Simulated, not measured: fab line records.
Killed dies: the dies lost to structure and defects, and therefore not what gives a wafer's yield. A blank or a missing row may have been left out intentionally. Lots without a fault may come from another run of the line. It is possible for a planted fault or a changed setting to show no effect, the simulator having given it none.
Comparing a struck lot with a sound one ; flow n5 finfet ; 14 steps out of a route of 1938
Sound: wafers L321.3, L321.4, L321.5. Wafers struck: L322.3, L322.5, L322.6. The cause is given at the end.
For every step that has rows: the tool of each side, followed by ch and its chambers, followed by its first start. Under that, the readings that differ: sound wafers ; struck wafers ; difference of the means ; sigmas: that difference in standard deviations of wafers without a fault.
alike: words and numbers the same on both sides, and readings whose means are apart by under 2 such deviations; not compared: readings that were withheld, readings missing a value for some wafer, numbers with overlapping values and no deviation given by the record, and bounds like >300 which may hide the same value.
A row with sigmas, a row that says differs or no value, or rows on one side alone: a step with any of these is where the two part. Numbers that don't overlap but have no deviation are shown without sigmas and don't part them. A reading that every wafer of one side lacks parts them only if that side has two wafers or more.

first, 2 steps without rows for these wafers: N5_BEOL_M10_PRECLEAN_42 (cleans in residue remover, time 60 s); N5_BEOL_M10_SRD_43 (time 30 s).
N5_BEOL_M10_CD_MEAS_35: target cd 70 nm.
  sound: cd sem-01 at day 13 12:19; struck: cd sem-02 at day 13 22:38
  alike: cd nm
N5_BEOL_M10_CURE_72: cures SiCOH lowk, time 120 s.
  sound on uv cure-01 ch 2, day 13 12:43; struck on uv cure-02 ch 0, day 13 22:54
  alike: lamp power pct, wafer_temp_C_max
then, 1 step without rows for these wafers: N5_BEOL_M10_DEGAS_44 (time 60 s).
N5_BEOL_M10_PRE_CLEAN_45: time 30 s.
  sound: pvd sputter-03 at day 13 13:34; struck: pvd sputter-01 at day 13 23:13
  alike: heater power w
N5_BEOL_M10_ALD_74: deposits TaN, target thk 2 nm, pulse time 2 s, purge time 3 s.
  sound on ald metal-03 ch 0,3, day 13 13:49; struck on ald metal-01 ch 0,1,2, day 13 23:16
  alike: chamber pressure Torr, heater power outer w, heater power w
then, 2 steps without rows for these wafers: N5_BEOL_M10_SURFACE_TREAT_76; N5_BEOL_M10_CVD_75 (deposits Co from CCTBA/H2, target thk 2 nm, time 138.9 s).
N5_BEOL_M10_SPUTTER_48: material Cu, target thk 12 nm, time 2 s.
  sound: pvd sputter-03 at day 13 14:41; struck: pvd sputter-02 at day 13 23:50
  alike: cathode dc power W, throttle valve pct
then, 1 step without rows for these wafers: N5_BEOL_M10_ECD_50 (material Cu, target thk 318 nm).
N5_BEOL_M10_ANNEAL_51: time 90 s.
  sound on rtp anneal-01 ch 0, day 13 15:12; struck on rtp anneal-02 ch 0, day 14 00:40
  alike: wafer_temp_C_max
N5_BEOL_M10_CMP_52: polishes, stops on SiCOH lowk, t overpolish 7 s, target thk 140 nm.
  sound on cmp-02 ch 1,3, day 13 15:25; struck on cmp-02 ch 0,1,2, day 14 00:59
reading;sound;struck;difference;sigmas
barrier field endpoint s (s);28.8 28.3 28.8;31.3 31.5 30.1;+2.3;+3
platen rpm (rpm);49.96 49.99 50.02;47.97 48.01 47.99;-2.00;-62
  alike: motor current A, overpolish run s, time to endpoint s
-- here the record skips 2 days between the struck wafers' starts before and after, leaving off in module BEOL_M10 and picking up in module PASSIVATION (first step shown: number 1936 of the route) --
N5_PASSIVATION_PROBE_49:
  sound: prober-02 at day 15 21:18; struck: prober-02 at day 16 07:59
  alike: defect limited yield, killed_at_M0_to_M3, killed_at_M4_up, killed at contacts, killed at front end, killed at other, killed dies, killed open, killed short, sort_bin_5_function, sort_bin_6_memory, sort n pass, sort yield pct

== WHERE THEY PART ==
At N5_BEOL_M10_CMP_52 and nowhere else, as far as this record goes. Later steps at which nothing parts them and some readings are alike: N5_PASSIVATION_PROBE_49.

WHY: whatever the simulator had introduced
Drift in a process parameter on cmp-02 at N5_BEOL_M10_CMP_52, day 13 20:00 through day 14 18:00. From 50, the setting platen rpm moved by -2. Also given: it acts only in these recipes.
